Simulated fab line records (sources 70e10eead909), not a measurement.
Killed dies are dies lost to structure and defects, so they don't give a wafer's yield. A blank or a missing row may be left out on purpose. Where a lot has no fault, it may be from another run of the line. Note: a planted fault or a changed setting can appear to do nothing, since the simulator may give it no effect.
Which tool is to blame? -- flow nand-harc -- 72 wafers from 24 lots sampled at 6 of the route's 1302 steps

== WHAT THE GAUGES READ, wafer by wafer ==
Not one reading of a measure or inspect step in the record can be checked against a usual standard deviation.

== EACH LOT AND THE TOOL THAT RAN IT (in order: tool; ch and the chambers of the sampled wafers; start) ==
lot,NHARC_A_STAIRCASE_TRIM_222,NHARC_A_STAIRCASE_ETCH_223,NHARC_A_STAIRCASE_TRIM_233,NHARC_A_STAIRCASE_DESCUM_291,NHARC_A_STAIRCASE_ETCH_444,NHARC_A_STAIRCASE_STRIP_446
L074,"rie-diel-13 ch 0,3, day 16 12:32 or earlier","rie-diel-13 ch 0,1, day 16 12:32 or earlier","rie-diel-13 ch 0,1,3, day 16 12:32 or earlier","rie-diel-04 ch 0,1,2, day 16 12:32","rie-diel-13 ch 2,3, day 18 21:27","plasma-asher-01 ch 0,1, day 19 01:58"
L075,"rie-diel-04 ch 0,2, day 17 13:05 or earlier","rie-diel-04 ch 0,1,2, day 17 13:05 or earlier","rie-diel-04 ch 0,1,2, day 17 13:05 or earlier","rie-diel-04 ch 1,2,3, day 17 13:05","rie-diel-08 ch 0,3, day 19 17:37","plasma-asher-01 ch 0,1, day 19 21:31"
L076,"rie-diel-13 ch 0,3, day 17 13:28 or earlier","rie-diel-13 ch 0,2,3, day 17 13:28 or earlier","rie-diel-04 ch 1,2, day 17 13:28 or earlier","rie-diel-13 ch 0,1,2, day 17 13:28","rie-diel-04 ch 0,2,3, day 19 17:46","plasma-asher-02 ch 1, day 19 22:01"
L077,"rie-diel-04 ch 0,1, day 18 04:25 or earlier","rie-diel-04 ch 1,2,3, day 18 04:25 or earlier","rie-diel-13 ch 0,2, day 18 04:25 or earlier","rie-diel-04 ch 0,1,2, day 18 04:25","rie-diel-13 ch 1,2,3, day 20 04:29","plasma-asher-02 ch 0,1, day 20 08:50"
L078,"rie-diel-08 ch 0,2,3, day 18 05:40 or earlier","rie-diel-08 ch 0,1,2, day 18 05:40 or earlier","rie-diel-08 ch 0,2,3, day 18 05:40 or earlier","rie-diel-08 ch 1,2,3, day 18 05:40","rie-diel-08 ch 0,2,3, day 20 04:55","plasma-asher-01 ch 0,1, day 20 08:59"
L079,"rie-diel-08 ch 0,1,3, day 18 13:35 or earlier","rie-diel-08 ch 1,3, day 18 13:35 or earlier","rie-diel-13 ch 0,1, day 18 13:35 or earlier","rie-diel-08 ch 0,1, day 18 13:35","rie-diel-08 ch 0,1, day 20 15:56","plasma-asher-01 ch 0,1, day 20 20:02"
L080,"rie-diel-04 ch 0,1, day 19 05:46 or earlier","rie-diel-04 ch 0,1,2, day 19 05:46 or earlier","rie-diel-04 ch 0,3, day 19 05:46 or earlier","rie-diel-04 ch 0,3, day 19 05:46","rie-diel-04 ch 0,1, day 21 09:48","plasma-asher-01 ch 0,1, day 21 13:41"
L081,"rie-diel-08 ch 0,1, day 19 20:19 or earlier","rie-diel-08 ch 1,2, day 19 20:19 or earlier","rie-diel-08 ch 0,1, day 19 20:19 or earlier","rie-diel-04 ch 0,1, day 19 20:19","rie-diel-08 ch 0,1,3, day 21 20:12","plasma-asher-01 ch 0,1, day 21 23:37"
L082,"rie-diel-08 ch 0,3, day 20 01:21 or earlier","rie-diel-08 ch 0,2,3, day 20 01:21 or earlier","rie-diel-13 ch 0,3, day 20 01:21 or earlier","rie-diel-04 ch 2,3, day 20 01:21","rie-diel-13 ch 0,1,3, day 21 20:59","plasma-asher-01 ch 0,1, day 22 00:27"
L083,"rie-diel-13 ch 0,1,2, day 21 04:53 or earlier","rie-diel-13 ch 0,2,3, day 21 04:53 or earlier","rie-diel-13 ch 1,2,3, day 21 04:53 or earlier","rie-diel-13 ch 1,2,3, day 21 04:53","rie-diel-08 ch 0,2,3, day 23 09:40","plasma-asher-01 ch 0,1, day 23 14:17"
L086,"rie-diel-13 ch 0,1,2, day 21 12:11 or earlier","rie-diel-13 ch 0,3, day 21 12:11 or earlier","rie-diel-13 ch 2,3, day 21 12:11 or earlier","rie-diel-04 ch 0,1,3, day 21 12:11","rie-diel-04 ch 0,2,3, day 23 18:16","plasma-asher-02 ch 0,1, day 23 21:14"
L084,"rie-diel-13 ch 0,1,3, day 21 17:39 or earlier","rie-diel-13 ch 1,2,3, day 21 17:39 or earlier","rie-diel-04 ch 0,2,3, day 21 17:39 or earlier","rie-diel-13 ch 2,3, day 21 17:39","rie-diel-04 ch 1,2,3, day 23 20:17","plasma-asher-02 ch 0, day 24 00:14"
L085,"rie-diel-04 ch 1,2, day 21 19:08 or earlier","rie-diel-04 ch 1,2, day 21 19:08 or earlier","rie-diel-13 ch 2,3, day 21 19:08 or earlier","rie-diel-04 ch 0,3, day 21 19:08","rie-diel-13 ch 0,2, day 23 17:00","plasma-asher-01 ch 0,1, day 23 21:23"
L087,"rie-diel-08 ch 0,1, day 22 16:54 or earlier","rie-diel-08 ch 0,2, day 22 16:54 or earlier","rie-diel-13 ch 2, day 22 16:54 or earlier","rie-diel-04 ch 0,2,3, day 22 16:54","rie-diel-04 ch 2,3, day 24 19:52","plasma-asher-01 ch 0,1, day 25 00:20"
L088,"rie-diel-08 ch 0,2,3, day 22 19:07 or earlier","rie-diel-08 ch 0,3, day 22 19:07 or earlier","rie-diel-08 ch 1,2,3, day 22 19:07 or earlier","rie-diel-08 ch 1,2, day 22 19:07","rie-diel-13 ch 0,2, day 24 20:30","plasma-asher-02 ch 0,1, day 25 00:29"
L089,"rie-diel-13 ch 0,3, day 23 03:57 or earlier","rie-diel-13 ch 0,1, day 23 03:57 or earlier","rie-diel-04 ch 1,2,3, day 23 03:57 or earlier","rie-diel-13 ch 1,3, day 23 03:57","rie-diel-08 ch 1,2,3, day 25 06:14","plasma-asher-01 ch 0,1, day 25 10:07"
L091,"rie-diel-04 ch 1,2,3, day 23 12:06 or earlier","rie-diel-04 ch 1,2,3, day 23 12:06 or earlier","rie-diel-04 ch 0,1,2, day 23 12:06 or earlier","rie-diel-13 ch 0,1,3, day 23 12:06","rie-diel-04 ch 0,1,2, day 25 12:13","plasma-asher-02 ch 0,1, day 25 16:41"
L090,"rie-diel-04 ch 1,3, day 23 12:44 or earlier","rie-diel-04 ch 1,2,3, day 23 12:44 or earlier","rie-diel-08 ch 1,2, day 23 12:44 or earlier","rie-diel-13 ch 1,2,3, day 23 12:44","rie-diel-08 ch 0,2,3, day 25 12:23","plasma-asher-01 ch 0,1, day 25 16:49"
L092,"rie-diel-04 ch 2,3, day 24 23:10 or earlier","rie-diel-04 ch 1,2, day 24 23:10 or earlier","rie-diel-08 ch 0,1,2, day 24 23:10 or earlier","rie-diel-04 ch 0,1,2, day 24 23:10","rie-diel-13 ch 0,1,3, day 27 01:38","plasma-asher-02 ch 0,1, day 27 05:10"
L093,"rie-diel-13 ch 0,3, day 25 01:03 or earlier","rie-diel-13 ch 1,2,3, day 25 01:03 or earlier","rie-diel-04 ch 0,3, day 25 01:03 or earlier","rie-diel-08 ch 0,1,2, day 25 01:03","rie-diel-08 ch 1,3, day 27 00:53","plasma-asher-02 ch 0,1, day 27 04:49"
L094,"rie-diel-08 ch 1,2,3, day 25 03:23 or earlier","rie-diel-08 ch 0,3, day 25 03:23 or earlier","rie-diel-08 ch 0,1, day 25 03:23 or earlier","rie-diel-08 ch 2,3, day 25 03:23","rie-diel-04 ch 0,1,3, day 27 00:15","plasma-asher-01 ch 0,1, day 27 04:43"
L095,"rie-diel-08 ch 0,1,3, day 25 11:59 or earlier","rie-diel-08 ch 0,1,2, day 25 11:59 or earlier","rie-diel-13 ch 0,1,2, day 25 11:59 or earlier","rie-diel-13 ch 0,1,3, day 25 11:59","rie-diel-08 ch 0,2,3, day 27 12:03","plasma-asher-01 ch 0,1, day 27 16:28"
L096,"rie-diel-04 ch 0,1,3, day 25 20:06 or earlier","rie-diel-04 ch 0,2,3, day 25 20:06 or earlier","rie-diel-04 ch 1,3, day 25 20:06 or earlier","rie-diel-08 ch 0,1,3, day 25 20:06","rie-diel-08 ch 0,2,3, day 27 19:57","plasma-asher-02 ch 0,1, day 27 23:53"
L097,"rie-diel-04 ch 0,1,2, day 26 10:23 or earlier","rie-diel-04 ch 1,2,3, day 26 10:23 or earlier","rie-diel-04 ch 1,3, day 26 10:23 or earlier","rie-diel-08 ch 0,1,2, day 26 10:23","rie-diel-13 ch 0,2,3, day 28 10:25","plasma-asher-02 ch 0,1, day 28 15:11"
- NHARC_A_STAIRCASE_TRIM_222: chemistry O2, time 211.2 s.
- NHARC_A_STAIRCASE_ETCH_223: etches the open film in C4F8/O2, target depth 100 nm, time 40.5 s.
- NHARC_A_STAIRCASE_TRIM_233: chemistry O2, time 211.2 s.
- NHARC_A_STAIRCASE_DESCUM_291: chemistry O2, time 3 s.
- NHARC_A_STAIRCASE_ETCH_444: etches the open film in C4F8/O2, target depth 20400 nm, time 6800 s.
- NHARC_A_STAIRCASE_STRIP_446: strips in O2.

== WHAT THE TOOLS THEMSELVES READ (means of the sampled wafers that have a number; where no wafer has one, the mark that the record gives instead) ==
NHARC_A_STAIRCASE_TRIM_222. Usual: drypump-motor-current-A 5.8 A, standard deviation 0.46; oes-product-au 1.000 a.u., standard deviation 0.01; rf-vpp-V 57.8 V, standard deviation 0.85; showerhead-plenum-p-Torr 3.56 Torr, standard deviation 0.15; throttle-valve-pct 17.036 %, standard deviation 0.0089.
lot,tool,drypump-motor-current-A (A),oes-product-au (a.u.),rf-vpp-V (V),showerhead-plenum-p-Torr (Torr),throttle-valve-pct (%),flag
L074,rie-diel-13,6.4,1.001,56.8,3.36,17.035,
L075,rie-diel-04,6.0,0.996,57.9,3.76,17.039,
L076,rie-diel-13,6.1,0.997,57.9,3.39,17.041,
L077,rie-diel-04,5.2,0.991,58.8,3.68,17.029,
L078,rie-diel-08,5.5,1.009,58.0,3.50,17.033,
L079,rie-diel-08,5.6,1.006,57.0,3.48,17.036,
L080,rie-diel-04,5.2,0.978,59.2,3.68,17.040,
L081,rie-diel-08,5.6,1.005,56.8,3.54,17.037,
L082,rie-diel-08,5.5,1.005,57.1,3.50,17.037,
L083,rie-diel-13,5.8,1.000,58.8,3.57,17.043,
L086,rie-diel-13,5.8,1.004,57.9,3.57,17.035,
L084,rie-diel-13,6.0,0.990,57.4,3.49,17.047,
L085,rie-diel-04,5.6,1.007,57.2,3.76,17.036,
L087,rie-diel-08,5.8,1.002,57.4,3.50,17.041,
L088,rie-diel-08,5.5,0.996,57.2,3.48,17.040,
L089,rie-diel-13,6.4,0.995,58.3,3.33,17.039,
L091,rie-diel-04,5.8,0.994,57.7,3.63,17.032,
L090,rie-diel-04,5.3,0.996,57.6,3.59,17.039,
L092,rie-diel-04,6.3,0.997,57.9,3.53,17.034,
L093,rie-diel-13,6.1,1.005,56.8,3.36,17.035,
L094,rie-diel-08,5.6,1.000,57.8,3.45,17.031,
L095,rie-diel-08,5.7,1.001,57.5,3.45,17.026,
L096,rie-diel-04,5.8,1.001,57.6,3.56,17.039,
L097,rie-diel-04,5.6,0.998,58.3,3.68,17.036,

NHARC_A_STAIRCASE_ETCH_223. Usual: oes-product-au 0.945 a.u., standard deviation 0.011; rf-vpp-V 897 V, standard deviation 5.6.
lot,tool,oes-product-au (a.u.),rf-vpp-V (V),flag
L074,rie-diel-13,0.946,901,
L075,rie-diel-04,0.952,902,
L076,rie-diel-13,0.947,892,
L077,rie-diel-04,0.954,901,
L078,rie-diel-08,0.943,895,
L079,rie-diel-08,0.945,892,
L080,rie-diel-04,0.942,902,
L081,rie-diel-08,0.951,895,
L082,rie-diel-08,0.946,895,
L083,rie-diel-13,0.943,891,
L086,rie-diel-13,0.950,888,
L084,rie-diel-13,0.946,897,
L085,rie-diel-04,0.952,903,
L087,rie-diel-08,0.943,896,
L088,rie-diel-08,0.949,892,
L089,rie-diel-13,0.932,896,
L091,rie-diel-04,0.953,899,
L090,rie-diel-04,0.936,900,
L092,rie-diel-04,0.949,904,
L093,rie-diel-13,0.951,897,
L094,rie-diel-08,0.956,891,
L095,rie-diel-08,0.929,895,
L096,rie-diel-04,0.945,898,
L097,rie-diel-04,0.950,900,

NHARC_A_STAIRCASE_TRIM_233. Usual: drypump-motor-current-A 5.8 A, standard deviation 0.46; oes-product-au 0.998 a.u., standard deviation 0.011; rf-vpp-V 57.8 V, standard deviation 0.88; showerhead-plenum-p-Torr 3.54 Torr, standard deviation 0.15; throttle-valve-pct 17.037 %, standard deviation 0.0087.
lot,tool,drypump-motor-current-A (A),oes-product-au (a.u.),rf-vpp-V (V),showerhead-plenum-p-Torr (Torr),throttle-valve-pct (%),flag
L074,rie-diel-13,6.0,0.992,57.7,3.52,17.048,
L075,rie-diel-04,5.6,1.004,57.7,3.72,17.049,
L076,rie-diel-04,5.2,0.992,58.3,3.74,17.031,
L077,rie-diel-13,5.9,0.999,58.5,3.46,17.041,
L078,rie-diel-08,5.5,0.999,57.5,3.50,17.041,
L079,rie-diel-13,5.8,0.994,58.4,3.54,17.037,
L080,rie-diel-04,6.2,0.990,58.3,3.57,17.037,
L081,rie-diel-08,5.8,1.003,58.1,3.51,17.037,
L082,rie-diel-13,6.4,0.993,57.3,3.34,17.035,
L083,rie-diel-13,6.0,1.002,58.2,3.54,17.044,
L086,rie-diel-13,6.1,1.005,57.8,3.45,17.040,
L084,rie-diel-04,6.1,1.003,58.7,3.61,17.043,
L085,rie-diel-13,6.4,1.005,58.0,3.38,17.035,
L087,rie-diel-13,5.9,1.018,57.5,3.52,17.036,
L088,rie-diel-08,5.6,1.004,57.8,3.45,17.038,
L089,rie-diel-04,5.7,1.004,57.8,3.63,17.038,
L091,rie-diel-04,5.6,0.995,58.6,3.69,17.036,
L090,rie-diel-08,5.8,1.002,57.4,3.48,17.041,
L092,rie-diel-08,5.6,0.997,58.4,3.51,17.042,
L093,rie-diel-04,6.3,0.989,57.5,3.48,17.039,
L094,rie-diel-08,5.7,1.003,56.8,3.52,17.033,
L095,rie-diel-13,5.8,1.003,58.1,3.56,17.031,
L096,rie-diel-04,5.4,0.987,57.3,3.59,17.036,
L097,rie-diel-04,5.3,0.991,58.0,3.58,17.030,

NHARC_A_STAIRCASE_DESCUM_291. Usual: drypump-motor-current-A 5.8 A, standard deviation 0.47; oes-product-au 1.000 a.u., standard deviation 0.012; rf-vpp-V 57.7 V, standard deviation 0.96; showerhead-plenum-p-Torr 1.92 Torr, standard deviation 0.088; throttle-valve-pct 11.311 %, standard deviation 0.009.
lot,tool,drypump-motor-current-A (A),oes-product-au (a.u.),rf-vpp-V (V),showerhead-plenum-p-Torr (Torr),throttle-valve-pct (%),flag
L074,rie-diel-04,5.6,0.999,58.0,2.03,11.314,
L075,rie-diel-04,5.7,1.003,57.7,1.98,11.306,
L076,rie-diel-13,5.8,0.996,57.7,1.95,11.308,
L077,rie-diel-04,5.6,0.991,57.8,2.02,11.305,
L078,rie-diel-08,5.6,0.999,57.7,1.88,11.314,
L079,rie-diel-08,5.8,0.997,58.7,1.90,11.311,
L080,rie-diel-04,6.3,0.991,57.1,1.90,11.309,
L081,rie-diel-04,5.2,0.984,57.9,2.00,11.312,
L082,rie-diel-04,6.1,1.020,57.3,2.00,11.312,
L083,rie-diel-13,6.0,1.001,58.1,1.92,11.310,
L086,rie-diel-04,5.8,0.996,57.5,1.94,11.308,
L084,rie-diel-13,6.3,0.998,57.4,1.82,11.315,
L085,rie-diel-04,6.3,0.999,58.1,1.89,11.304,
L087,rie-diel-04,6.2,1.002,58.1,1.96,11.313,
L088,rie-diel-08,5.7,1.011,57.9,1.89,11.305,
L089,rie-diel-13,6.2,0.993,56.6,1.87,11.307,
L091,rie-diel-13,6.0,0.995,57.5,1.89,11.308,
L090,rie-diel-13,6.0,1.005,57.9,1.92,11.313,
L092,rie-diel-04,5.6,1.001,58.2,2.01,11.301,
L093,rie-diel-08,5.6,1.010,57.7,1.90,11.300,
L094,rie-diel-08,5.5,1.017,56.6,1.85,11.315,
L095,rie-diel-13,6.0,0.997,57.3,1.88,11.323,
L096,rie-diel-08,5.7,1.005,57.7,1.87,11.310,
L097,rie-diel-08,5.6,1.006,58.5,1.89,11.308,

NHARC_A_STAIRCASE_ETCH_444. Usual: oes-product-au 0.942 a.u., standard deviation 0.026; rf-vpp-V 806 V, standard deviation 4.6.
lot,tool,oes-product-au (a.u.),rf-vpp-V (V),flag
L074,rie-diel-13,0.938,805,
L075,rie-diel-08,0.972,804,
L076,rie-diel-04,0.927,810,
L077,rie-diel-13,0.926,808,
L078,rie-diel-08,0.924,806,
L079,rie-diel-08,0.925,807,
L080,rie-diel-04,0.914,812,
L081,rie-diel-08,0.931,805,
L082,rie-diel-13,0.921,805,
L083,rie-diel-08,0.933,805,
L086,rie-diel-04,0.964,810,
L084,rie-diel-04,0.992,809,
L085,rie-diel-13,0.975,805,
L087,rie-diel-04,0.967,807,
L088,rie-diel-13,0.983,806,
L089,rie-diel-08,0.966,804,
L091,rie-diel-04,0.927,812,
L090,rie-diel-08,0.990,805,
L092,rie-diel-13,0.920,805,
L093,rie-diel-08,0.924,803,
L094,rie-diel-04,0.918,808,
L095,rie-diel-08,0.932,805,
L096,rie-diel-08,0.937,805,
L097,rie-diel-13,0.928,801,

NHARC_A_STAIRCASE_STRIP_446. Usual: drypump-motor-current-A 5.3 A, standard deviation 0.33; heater-power-w 334 W, standard deviation 55.
lot,tool,drypump-motor-current-A (A),heater-power-w (W),flag
L074,plasma-asher-01,5.4,377,
L075,plasma-asher-01,5.6,342,
L076,plasma-asher-02,4.8,272,
L077,plasma-asher-02,5.2,311,
L078,plasma-asher-01,5.6,347,
L079,plasma-asher-01,5.6,349,
L080,plasma-asher-01,5.5,344,
L081,plasma-asher-01,5.4,378,
L082,plasma-asher-01,5.6,345,
L083,plasma-asher-01,5.4,376,
L086,plasma-asher-02,5.0,289,
L084,plasma-asher-02,5.4,326,
L085,plasma-asher-01,5.4,385,
L087,plasma-asher-01,5.6,346,
L088,plasma-asher-02,5.0,291,
L089,plasma-asher-01,5.4,381,
L091,plasma-asher-02,5.0,289,
L090,plasma-asher-01,5.4,383,
L092,plasma-asher-02,5.0,273,
L093,plasma-asher-02,5.3,294,
L094,plasma-asher-01,5.4,377,
L095,plasma-asher-01,5.4,375,
L096,plasma-asher-02,5.0,273,
L097,plasma-asher-02,5.0,276,

== THE ANSWER, worked out from the rows above alone ==
Rule: take the mean of a lot's wafers that have a number; if it is more than 3 standard deviations from the usual mean, the lot is off. A lot without any number at a reading at which 4 lots or more have one is off too. Any other lot the step has rows for is counted as sound. After the gauges, taken in route order, come the tools' own readings; for these a lot's mean is taken, as printed above. At the first step where some lot is off, the reading lying furthest off is the one used; lots without a number count as furthest.
Nothing can be told from this: no lot is off at any reading shown.

== WHAT THE SIMULATOR HAD PUT IN ==
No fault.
